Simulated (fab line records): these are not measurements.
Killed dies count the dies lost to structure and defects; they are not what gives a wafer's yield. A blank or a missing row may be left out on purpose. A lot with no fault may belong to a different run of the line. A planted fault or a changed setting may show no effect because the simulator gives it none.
The tool behind it: which one? -- flow nand harc -- 12 lots, 36 wafers sampled, at 5 steps of a route of 1302

WHAT EACH GAUGE READ, for each wafer
NHARC_END_SORT_01. Usual: value, then standard deviation, for each; defect limited yield 90.8 % / 2.2; killed at array 58 / 15; killed at other 0.8 / 1.2; killed at periphery 3.5 / 2.5; killed dies 62 / 15; killed open 3.2 / 1.7; killed short 2.4 / 1.5.
lot,measured,on,defect limited yield (%),killed at array,killed at other,killed at periphery,killed dies,killed open,killed short,flag
L434,day 25 06:41,prober-02,89.5 89.4 89.4,63 70 71,5 2 0,3 0 1,71 72 72,3 3 2,6 1 4,
L441,day 28 07:02,prober-01,0 0 0,672 668 670,1 1 0,4 8 7,677 677 677,2 2 2,2 2 2,OFF
L443,day 28 12:28,prober-02,0 0 0,674 675 673,0 0 0,3 2 4,677 677 677,2 2 3,3 2 2,OFF
L445,day 31 03:28,prober-01,94.1 95.0 93.6,34 31 38,4 1 2,2 2 3,40 34 43,6 2 3,2 2 3,
L447,day 31 04:17,prober-02,89.7 88.6 91.4,68 75 55,1 2 1,1 0 2,70 77 58,0 3 3,1 0 4,
L450,day 31 14:07,prober-02,90.3 90.8 85.8,63 60 91,0 1 0,3 1 5,66 62 96,1 3 3,1 1 4,
L448,day 31 13:25,prober-01,89.4 90.0 89.8,72 62 65,0 1 0,0 5 4,72 68 69,2 6 3,1 3 1,
L449,day 32 05:58,prober-02,92.8 91.9 92.0,39 51 49,0 0 0,10 4 5,49 55 54,4 2 3,1 2 1,
L451,day 32 19:12,prober-01,89.2 89.7 91.4,68 67 55,2 0 2,3 3 1,73 70 58,4 2 3,3 3 0,
L452,day 33 04:34,prober-02,90.7 90.5 90.3,57 63 61,1 0 0,5 1 5,63 64 66,3 3 3,5 1 4,
L454,day 33 20:29,prober-01,92.8 91.1 92.3,44 55 49,4 3 1,1 2 2,49 60 52,2 3 2,5 3 4,
L453,day 35 07:50,prober-01,91.7 91.9 91.4,52 53 56,1 0 0,3 2 2,56 55 58,3 2 1,3 1 5,

EACH LOT AND THE TOOL THAT RAN IT (in order: tool; ch and the chambers of the sampled wafers; start)
lot,NHARC_A_M0_DEP_32,NHARC_A_M1_ETCH_35,NHARC_A_M1_ETCH_15,NHARC_A_M1_PRE_CLEAN_30
L434,"pecvd-04 ch 0,1,2, day 23 17:07","rie diel-03 ch 1,2, day 23 18:33","rie diel-03 ch 0,2,3, day 23 18:40","pvd sputter-03, day 25 06:41 or earlier"
L441,"pecvd-02 ch 0,1, day 26 14:32","rie diel-10 ch 0,1,3, day 26 16:01","rie diel-10 ch 0,1,3, day 26 16:07","pvd sputter-03, day 28 07:02 or earlier"
L443,"pecvd-02 ch 1,2, day 26 17:27","rie diel-08 ch 1,3, day 26 18:47","rie diel-08 ch 1,3, day 26 18:52","pvd sputter-02, day 28 12:28 or earlier"
L445,"pecvd-02 ch 0,1,2, day 29 12:06","rie diel-03 ch 0,1,3, day 29 13:36","rie diel-03 ch 1,2,3, day 29 13:42","pvd sputter-01, day 31 03:28 or earlier"
L447,"pecvd-03 ch 0,1,2, day 29 18:25","rie diel-10 ch 0,3, day 29 19:50","rie diel-10 ch 1,2, day 29 19:55","pvd sputter-03, day 31 04:17 or earlier"
L450,"pecvd-02 ch 0,2, day 30 00:10","rie diel-10 ch 1,3, day 30 01:42","rie diel-10 ch 1,3, day 30 01:48","pvd sputter-03, day 31 14:07 or earlier"
L448,"pecvd-02 ch 0,1,2, day 30 01:11","rie diel-10 ch 0,2, day 30 02:42","rie diel-10 ch 0,1,2, day 30 02:47","pvd sputter-01, day 31 13:25 or earlier"
L449,"pecvd-04 ch 0,1,2, day 30 18:23","rie diel-03 ch 1,2, day 30 19:42","rie diel-03 ch 0,1,3, day 30 19:47","pvd sputter-02, day 32 05:58 or earlier"
L451,"pecvd-02 ch 0,2, day 31 00:22","rie diel-08 ch 2,3, day 31 01:42","rie diel-08 ch 2,3, day 31 01:47","pvd sputter-01, day 32 19:12 or earlier"
L452,"pecvd-04 ch 0,1,2, day 31 09:03","rie diel-10 ch 0,3, day 31 10:26","rie diel-10 ch 1,3, day 31 10:31","pvd sputter-01, day 33 04:34 or earlier"
L454,"pecvd-03 ch 0,2, day 32 06:47","rie diel-03 ch 0,1,3, day 32 08:15","rie diel-03 ch 1,2, day 32 08:20","pvd sputter-03, day 33 20:29 or earlier"
L453,"pecvd-03 ch 0,2, day 33 17:59","rie diel-03 ch 0,2,3, day 33 19:23","rie diel-03 ch 0,2,3, day 33 19:29","pvd sputter-01, day 35 07:50 or earlier"
- NHARC_A_M0_DEP_32: deposits SiCN, target thk 30 nm.
- NHARC_A_M1_ETCH_35: etches the open film in N2/H2, target depth 40 nm, overetch 12 nm, time 43.94 s.
- NHARC_A_M1_ETCH_15: etches the open film in C4F8/Ar, target depth 182.5 nm, time 91.2 s.
- NHARC_A_M1_PRE_CLEAN_30: time 30 s.

WHAT THE TOOLS THEMSELVES READ (means of the sampled wafers that have a number; where no wafer has one, the mark that the record gives instead)
NHARC_A_M0_DEP_32. Usual: heater power w reads 605 W (standard deviation 88).
lot,tool,heater power w (W),flag
L434,pecvd-04,565,
L441,pecvd-02,678,
L443,pecvd-02,524,
L445,pecvd-02,597,
L447,pecvd-03,563,
L450,pecvd-02,608,
L448,pecvd-02,624,
L449,pecvd-04,614,
L451,pecvd-02,582,
L452,pecvd-04,580,
L454,pecvd-03,619,
L453,pecvd-03,646,

NHARC_A_M1_ETCH_35. Usual: value, then standard deviation, for each; bias w 149.9 W / 0.4; chamber pressure mTorr 30.001 mTorr / 0.03; drypump motor current A 5.71 A / 0.23; oes product au 1.002 a.u. / 0.0071; rf vpp V 431.4 V / 2.7; showerhead plenum p Torr 2.07 Torr / 0.095; throttle valve pct 14.171 % / 0.0075.
lot,tool,bias w (W),chamber pressure mTorr (mTorr),drypump motor current A (A),oes product au (a.u.),rf vpp V (V),showerhead plenum p Torr (Torr),throttle valve pct (%),flag
L434,rie diel-03,149.7,30.002,5.69,0.995,432.5,2.09,14.173,
L441,rie diel-10,150.3,30.031,5.80,0.999,430.3,2.02,14.171,
L443,rie diel-08,150.1,30.004,5.94,1.010,429.9,2.05,14.169,
L445,rie diel-03,149.9,29.986,5.74,1.005,430.7,2.05,14.176,
L447,rie diel-10,150.0,29.979,5.95,1.014,428.1,1.96,14.177,
L450,rie diel-10,149.5,29.999,5.63,0.995,431.1,2.07,14.168,
L448,rie diel-10,150.1,30.008,5.82,1.004,431.3,2.09,14.164,
L449,rie diel-03,150.1,29.996,5.64,1.001,432.6,2.13,14.173,
L451,rie diel-08,150.1,30.007,6.11,1.007,428.7,1.98,14.165,
L452,rie diel-10,150.1,30.006,5.69,0.994,429.9,2.00,14.167,
L454,rie diel-03,150.0,29.995,5.74,1.006,430.7,2.05,14.173,
L453,rie diel-03,150.2,29.988,5.67,1.002,431.3,2.10,14.167,

NHARC_A_M1_ETCH_15. Usual: bias w 300.1 W, standard deviation 0.87; chamber pressure mTorr 24.999 mTorr, standard deviation 0.026; oes product au 0.956 a.u., standard deviation 0.023; rf vpp V 441.8 V, standard deviation 2.7.
lot,tool,bias w (W),chamber pressure mTorr (mTorr),oes product au (a.u.),rf vpp V (V),flag
L434,rie diel-03,300.3,25.007,0.970,442.0,
L441,rie diel-10,-,-,-,-,OFF
L443,rie diel-08,-,-,-,-,OFF
L445,rie diel-03,300.4,24.981,0.972,440.7,
L447,rie diel-10,300.4,25.000,0.928,443.5,
L450,rie diel-10,299.6,24.999,0.931,441.5,
L448,rie diel-10,299.6,24.999,0.973,441.4,
L449,rie diel-03,299.7,24.993,0.977,440.5,
L451,rie diel-08,299.5,25.001,0.988,438.5,
L452,rie diel-10,300.5,25.001,0.928,442.2,
L454,rie diel-03,299.8,24.986,0.964,443.7,
L453,rie diel-03,299.8,24.997,0.972,442.5,

NHARC_A_M1_PRE_CLEAN_30. Usual: heater power w reads 413 W (standard deviation 36).
lot,tool,heater power w (W),flag
L434,pvd sputter-03,425,
L441,pvd sputter-03,418,
L443,pvd sputter-02,421,
L445,pvd sputter-01,419,
L447,pvd sputter-03,429,
L450,pvd sputter-03,415,
L448,pvd sputter-01,410,
L449,pvd sputter-02,420,
L451,pvd sputter-01,424,
L452,pvd sputter-01,383,
L454,pvd sputter-03,400,
L453,pvd sputter-01,400,

THE ANSWER, worked out from the rows above alone
Rule: a lot is off if the mean of its wafers that have a number lies more than 3 standard deviations from the usual mean. Also off: a lot with no number at a reading for which 4 or more lots have one. Any other lot the step has rows for is counted as sound. After the gauges, taken in route order, come the tools' own readings; for these a lot's mean is taken, as printed above. The first step at which some lot is off is used, and at that step the reading that is off furthest; a lot without a number counts as furthest.
Off: L441, L443, at NHARC_END_SORT_01 (defect limited yield).
A tool fits if, at a process step before that reading, it ran every lot that is off, and no sound lot after the first of them. Not tried: the gauges at NHARC_END_SORT_01; whatever is off there is also off at NHARC_A_M1_ETCH_15, on other tools, and gauge error can't account for it. Because NHARC_A_M1_PRE_CLEAN_30 lacks a start for some lots, the hours and order of its lots are taken from NHARC_END_SORT_01. None of those tried fits.

WHAT THE SIMULATOR HAD PUT IN
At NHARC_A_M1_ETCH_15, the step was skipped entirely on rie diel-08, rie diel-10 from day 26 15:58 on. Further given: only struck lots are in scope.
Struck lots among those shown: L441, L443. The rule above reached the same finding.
